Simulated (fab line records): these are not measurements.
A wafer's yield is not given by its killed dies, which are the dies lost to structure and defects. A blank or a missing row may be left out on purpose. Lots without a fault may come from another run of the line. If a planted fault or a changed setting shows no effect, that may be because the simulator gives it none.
A struck lot beside a sound one | flow n5_finfet | 14 steps out of a route of 1938
Sound: these wafers, L923.1, L923.2, L923.5. Struck: wafers L932.1, L932.5 (left out: L932.4, a lot-mate that was not struck); the cause follows at the end.
At each step with rows: each side's tool, then ch and its chambers, then its first start. Under that, the readings that differ: sound wafers | struck wafers | difference of the means | sigmas: that difference in standard deviations of wafers without a fault.
alike: readings with means less than 2 such deviations apart, plus words and numbers identical on both sides. not compared: withheld readings, readings lacking a value on some wafer, bounds such as >300 that could conceal the same value, and numbers that have no deviation in the record and whose values overlap.
A row with sigmas, a row that says differs or no value, or rows on one side alone: a step with any of these is where the two part. When numbers do not overlap yet have no deviation, they are printed without sigmas and do not part them. A reading missing from all wafers of one side parts the sides only when that side holds two or more wafers.

first, 7 steps without rows for these wafers: N5_PASSIVATION_COAT_38; N5_PASSIVATION_EBR_40; N5_PASSIVATION_SOFTBAKE_39 (time 120 s); N5_PASSIVATION_EXPOSE_41 (exposes mask PASS OPEN, defocus 0 nm, target cd 40000 nm); N5_PASSIVATION_PEB_42; N5_PASSIVATION_DEVELOP_43 (develop time 60 s); N5_PASSIVATION_HARDBAKE_45 (time 120 s).
N5_PASSIVATION_CD_MEAS_44: target cd 40000 nm.
  sound on cd_sem-03 ch 0, day 12 14:44; struck on cd_sem-03 ch 0, day 15 17:46
  alike: cd_nm
N5_PASSIVATION_OVL_MEAS_66:
  sound on overlay-01 ch 0, day 12 14:46; struck on overlay-01 ch 0, day 15 17:47
  alike: PASS_OPEN_OVL
N5_PASSIVATION_INSPECT_67: inspects for defects (macro).
  sound: defect_inspect-02 at day 12 14:47; struck: defect_inspect-01 at day 15 17:49
  alike: raw_defect_count
N5_PASSIVATION_DESCUM_46: chemistry O2, time 7.9 s.
  sound on rie_diel-04 ch 0,2,3, day 12 14:50; struck on rie_diel-06 ch 1, day 15 18:02
  reading                         | sound             | struck      | difference | sigmas
  rf_vpp_V (V)                    | 244.6 242.2 246.1 | 241.8 240.8 | -3.0       | -2
  showerhead_plenum_p_Torr (Torr) | 2.11 2.12 2.21    | 1.99 1.99   | -0.16      | -2
  alike: drypump_motor_current_A, oes_product_au, throttle_valve_pct
  not compared: rf_hours_counter_h
N5_PASSIVATION_PASS_ETCH_47: etches SiNx in CF4/O2, target depth 770 nm, time 385 s.
  sound on rie_diel-04 ch 0,2,3, day 12 14:52; struck on rie_diel-06 ch 1, day 15 18:04
  reading                         | sound             | struck      | difference | sigmas
  showerhead_plenum_p_Torr (Torr) | 2.23 2.23 2.30    | 2.10 2.10   | -0.15      | -2
  throttle_valve_pct (%)          | 15.43 15.43 16.10 | 16.27 16.27 | +0.62      | +2
  alike: bias_w, drypump_motor_current_A, oes_product_au, rf_vpp_V
  not compared: rf_hours_counter_h
N5_PASSIVATION_ETCH_54: etches SiO2 in CHF3/O2, target depth 880 nm, time 440 s.
  sound on rie_diel-04 ch 0,2,3, day 12 15:05; struck on rie_diel-06 ch 1, day 15 18:17
  reading                                 | sound             | struck      | difference | sigmas
  bias_w (W)                              | 170.1 169.5 171.0 | 160.3 159.7 | -10.2      | -18
  rf_vpp_V (V)                            | 525 524 523       | 493 493     | -31        | -5
  showerhead_plenum_p_Torr (Torr)         | 2.44 2.44 2.52    | 2.29 2.29   | -0.18      | -2
  throttle_valve_pct (%)                  | 18.38 18.34 19.06 | 19.17 19.20 | +0.59      | +2
  model.etch.depth_nm (nm)                | 886.5 896.5 888.3 | 862 859.3   | -30        |
  model.PASSIVATION.feature_depth_nm (nm) | 886.4 896.4 888.4 | 862 859.2   | -30        |
  alike: drypump_motor_current_A, oes_product_au
  not compared: rf_hours_counter_h
N5_PASSIVATION_STRIP_48: strips in O2.
  sound on rie_diel-04 ch 0,2,3, day 12 15:23; struck on rie_diel-06 ch 1, day 15 18:35
  reading                         | sound             | struck      | difference | sigmas
  showerhead_plenum_p_Torr (Torr) | 2.11 2.12 2.22    | 1.99 1.99   | -0.16      | -2
  throttle_valve_pct (%)          | 16.22 16.29 16.90 | 17.05 17.07 | +0.59      | +2
  alike: drypump_motor_current_A, oes_product_au, rf_vpp_V
  not compared: rf_hours_counter_h

## WHERE THEY PART
Last at N5_PASSIVATION_STRIP_48 as far as this record goes, first at N5_PASSIVATION_DESCUM_46.

WHY: whatever the simulator had introduced
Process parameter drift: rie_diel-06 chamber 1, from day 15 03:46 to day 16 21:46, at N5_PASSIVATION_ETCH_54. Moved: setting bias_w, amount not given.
